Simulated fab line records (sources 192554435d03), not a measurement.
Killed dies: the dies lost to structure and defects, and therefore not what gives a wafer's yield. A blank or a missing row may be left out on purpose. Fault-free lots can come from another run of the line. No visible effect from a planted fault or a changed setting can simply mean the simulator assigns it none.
A lot that was struck, set against a sound lot -- flow n5 finfet -- 34 steps out of a route of 1938
Sound: the wafers L470.1, L470.4, L470.5. Struck: wafer L476.2 (L476.1, L476.6, from the same lot, were not struck and are left out); the cause is given at the end.
Order at every step that has rows: each side's tool, ch and its chambers, its first start. Under that, the readings that differ: sound wafers -- struck wafers -- difference of the means -- sigmas: that difference in standard deviations of wafers without a fault.
alike: readings with means less than 2 such deviations apart, plus words and numbers identical on both sides. not compared: withheld readings, readings lacking a value on some wafer, bounds such as >300 that could conceal the same value, and numbers that have no deviation in the record and whose values overlap.
Wherever a step has rows on one side only, a row that says differs or no value, or a row with sigmas, the two part there. Non-overlapping numbers with no deviation appear without sigmas and do not part them. A reading missing from all wafers of one side parts the sides only when that side holds two or more wafers.

first, 8 steps without rows for these wafers: N5_BEOL_M5_CMP_52 (polishes, stops on SiCOH lowk, t overpolish 6.9 s, target thk 62 nm); N5_BEOL_M5_PRE_CLEAN_77 (time 15 s); N5_BEOL_M5_CO_CAP_78 (material Co, precursor CCTBA/H2, target thk 2 nm, time 102.1 s); N5_BEOL_M5_PRE_CLEAN_55 (time 15 s); N5_BEOL_M5_DEP_56 (deposits SiCN from 3MS/NH3, target thk 8 nm, time 14 s); N5_BEOL_M6_ILD_DEP_00 (deposits SiCOH lowk from DEMS/porogen, target thk 179.75 nm, time 33.4 s); N5_BEOL_M6_CURE_74 (cures SiCOH lowk, time 240 s); N5_BEOL_M6_PECVD_70 (deposits SiO2 from TEOS/O2, target thk 20 nm, time 22.7 s).
N5_BEOL_M6_HM_DEP_02: deposits TiN, target thk 20 nm.
  struck on pvd sputter-01, day 10 15:47; sound on pvd sputter-01, day 9 05:46
reading,sound,struck,difference,sigmas
model.TiN_of_BEOL_M6_HM_DEP_02.thk nm (nm),20.2 20.4 20.6,7.6,-12.8,
  alike: throttle valve pct
then, 13 steps without rows for these wafers: N5_BEOL_M6_COAT_59 (time 60 s, resist thk 100 nm); N5_BEOL_M6_COAT_60 (time 60 s, resist thk 35 nm); N5_BEOL_M6_COAT_05 (resist thk 90 nm); N5_BEOL_M6_EBR_07; N5_BEOL_M6_SOFTBAKE_06 (time 60 s); N5_BEOL_M6_EXPOSE_08 (exposes mask M6); N5_BEOL_M6_PEB_09 (peb time 60 s); N5_BEOL_M6_DEVELOP_10 (develop time 30 s); N5_BEOL_M6_DESCUM_16 (chemistry O2, time 7.9 s); N5_BEOL_M6_ETCH_61 (etches SiARC in CF4, target depth 45.5 nm, time 75.8 s); N5_BEOL_M6_ETCH_62 (etches SOC in N2/H2, target depth 110 nm, overetch 22 nm, time 165 s); N5_BEOL_M6_STRIP_68 (strips in N2/H2); N5_BEOL_M6_STRIP_67 (strips in CF4).
N5_BEOL_M6_HM_OPEN_17: chemistry Cl2/BCl3, target TiN, target depth 20 nm, overetch 6 nm.
  sound on rie metal-01 ch 0,1, day 9 06:44; struck on rie metal-01 ch 1, day 10 16:38
reading,sound,struck,difference,sigmas
oes product au (a.u.),0.67 0.67 0.58,0.36,-0.28,-4
model.etch.depth nm (nm),20.3 20.45 20.53,7.523,-12.904,
  alike: drypump motor current A, mfc cl2 sccm, rf fwd power W, throttle valve pct
  not compared: rf hours counter h
then, 10 steps without rows for these wafers: N5_BEOL_M6_STRIP_19 (strips in O2); N5_BEOL_M6_COAT_63 (time 60 s, resist thk 60 nm); N5_BEOL_M6_COAT_64 (time 60 s, resist thk 12 nm); N5_BEOL_M6_COAT_71 (time 60 s, resist thk 5 nm); N5_BEOL_M6_COAT_22 (resist thk 30 nm); N5_BEOL_M6_EBR_24; N5_BEOL_M6_SOFTBAKE_23 (time 60 s); N5_BEOL_M6_EXPOSE_25 (exposes mask V5, target cd 40 nm); N5_BEOL_M6_PEB_26 (peb time 60 s); N5_BEOL_M6_DEVELOP_27 (develop time 30 s).
N5_BEOL_M6_TRENCH_ETCH_37: etches SiCOH lowk in C4F6/O2, target depth 94.435 nm, time 31.5 s.
  sound: rie diel-02 ch 0,1; struck: rie diel-02 ch 0
reading,sound,struck,difference,sigmas
model.TiN_of_BEOL_M6_HM_DEP_02.thk nm (nm),17.6 17.6 17.8,4.8,-12.9,
  alike: O2_flow_sccm, drypump motor current A, oes product au, rf fwd power W, rf vpp V, showerhead plenum p Torr, throttle valve pct
  not compared: rf hours counter h

## WHERE THEY PART
Only at N5_BEOL_M6_HM_OPEN_17, within this record. Later steps at which nothing parts them and some readings are alike: N5_BEOL_M6_TRENCH_ETCH_37.

WHY: whatever the simulator had introduced
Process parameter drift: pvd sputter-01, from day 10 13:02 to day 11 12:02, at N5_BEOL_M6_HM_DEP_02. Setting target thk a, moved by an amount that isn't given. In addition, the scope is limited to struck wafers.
